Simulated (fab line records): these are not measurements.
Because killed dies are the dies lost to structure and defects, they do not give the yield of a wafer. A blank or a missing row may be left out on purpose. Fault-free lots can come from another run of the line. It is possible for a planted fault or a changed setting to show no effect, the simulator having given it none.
Chamber matching -- flow nand harc -- NHARC_P_GATE_STRIP_108 on rie diel-10 has 4 sister chambers
The step strips in O2. 14 wafers are shown with their chamber, then 7 later ones without.

WAFERS, EACH WITH ITS CHAMBER
wafer,chamber,showerhead plenum p Torr (Torr),drypump motor current A (A),rf vpp V (V)
L077.4,0,3.33,5.4,56.7
L077.5,3,3.71,6.0,58.0
L077.6,2,3.71,5.4,59.5
L085.3,0,3.33,5.4,57.3
L085.4,1,3.46,5.2,56.5
L085.6,2,3.70,5.4,58.7
L086.4,1,3.46,5.3,57.2
L086.5,2,3.70,5.4,59.0
L086.6,3,3.70,6.0,57.9
L089.1,3,3.70,6.0,59.5
L089.3,1,3.46,5.3,57.3
L089.6,3,3.70,6.0,58.3
L090.1,1,3.46,5.3,57.3
L090.3,0,3.33,5.5,56.9

SIGNATURES, as means of the wafers listed above
reading,chamber 0,chamber 1,chamber 2,chamber 3,scatter within a chamber
showerhead plenum p Torr,3.3300,3.4600,3.7033,3.7025,0.00376
drypump motor current A,5.433,5.275,5.400,6.000,0.0376
rf vpp V,56.967,57.075,59.067,58.425,0.509
Rule: for a wafer and a chamber, the distance is found by dividing, reading by reading, the gap between the wafer's reading and the chamber's mean by the reading's scatter, squaring, summing and taking the root. If the next closest chamber is less than 2 further off than the closest, the wafer can't be placed; otherwise it belongs to the closest. The scatter: take each reading less its chamber's mean, square it, sum over the shown wafers, divide by the number of wafers less the number of chambers, and take the root.

WAFERS MISSING THEIR CHAMBER
wafer,showerhead plenum p Torr (Torr),drypump motor current A (A),rf vpp V (V)
L090.4,3.70,6.1,58.5
L094.2,3.70,6.0,59.2
L094.4,3.33,5.4,57.2
L094.6,3.70,5.4,58.0
L096.4,3.33,5.5,58.5
L096.5,3.32,5.4,56.7
L096.6,3.70,6.0,56.9

CHAMBER TAKEN BY EACH
wafer,from the rows above,in truth
L090.4,3,3
L094.2,3,3
L094.4,0,0
L094.6,2,2
L096.4,0,0
L096.5,0,0
L096.6,3,3
7 of 7 placed correctly. From these rows, 0 cannot be placed. Number placed wrongly: 0.
